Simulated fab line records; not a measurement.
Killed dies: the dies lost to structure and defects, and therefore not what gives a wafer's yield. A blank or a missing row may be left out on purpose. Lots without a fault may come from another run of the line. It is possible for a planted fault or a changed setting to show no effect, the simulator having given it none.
Which tool did it? -- flow n5-finfet -- route of 1938 steps, sampled at 1 step: 12 lots, 36 wafers

WHAT THE GAUGES SHOWED, per wafer
N5_BEOL_M6_CD_MEAS_35: target cd 40 nm, target cd y 28 nm.
lot,measured,on,cd-nm (nm)
L075,day 8 20:33,cd-sem-02,41.2 39.8 40.7
L077,day 9 07:32,cd-sem-03,40.3 38.6 40.7
L079,day 9 12:29,cd-sem-02,38.6 40.8 39.8
L081,day 10 12:15,cd-sem-02,41.0 40.6 39.3
L084,day 11 00:38,cd-sem-02,40.2 41.1 41.5
L083,day 11 07:20,cd-sem-03,40.1 40.9 40.9
L086,day 11 23:05,cd-sem-01,40.7 40.2 40.4
L089,day 12 11:37,cd-sem-01,39.0 39.3 41.0
L091,day 13 02:35,cd-sem-01,39.3 40.2 40.3
L093,day 13 12:25,cd-sem-02,40.1 39.8 39.8
L095,day 13 23:58,cd-sem-02,41.5 40.1 40.7
L097,day 14 06:29,cd-sem-03,39.2 40.0 39.6

WHAT TOOL EACH LOT RAN ON (gives the tool, then ch and the chambers of the sampled wafers, and finally the start)
Record: no process step prior to these readings.

THE ANSWER, worked out from the rows above alone
Rule: usual is defined by the lots themselves. Put in order of their means at a reading, lots are off if they are a third of the lots or fewer, leave a main group of 4 or more, and stand apart from it by a gap of 3 or more times the standard deviation of the main group's means; of several such gaps the widest counts. If all means in a main group match to the digits the tables above print for the reading, that group is not used. A lot without any number at a reading at which 4 lots or more have one is off too. Where the step has rows for the other lots, those lots are counted as sound.
Across all readings shown, no lot is off: no conclusion can be drawn from this.

WHAT THE SIMULATOR PUT IN
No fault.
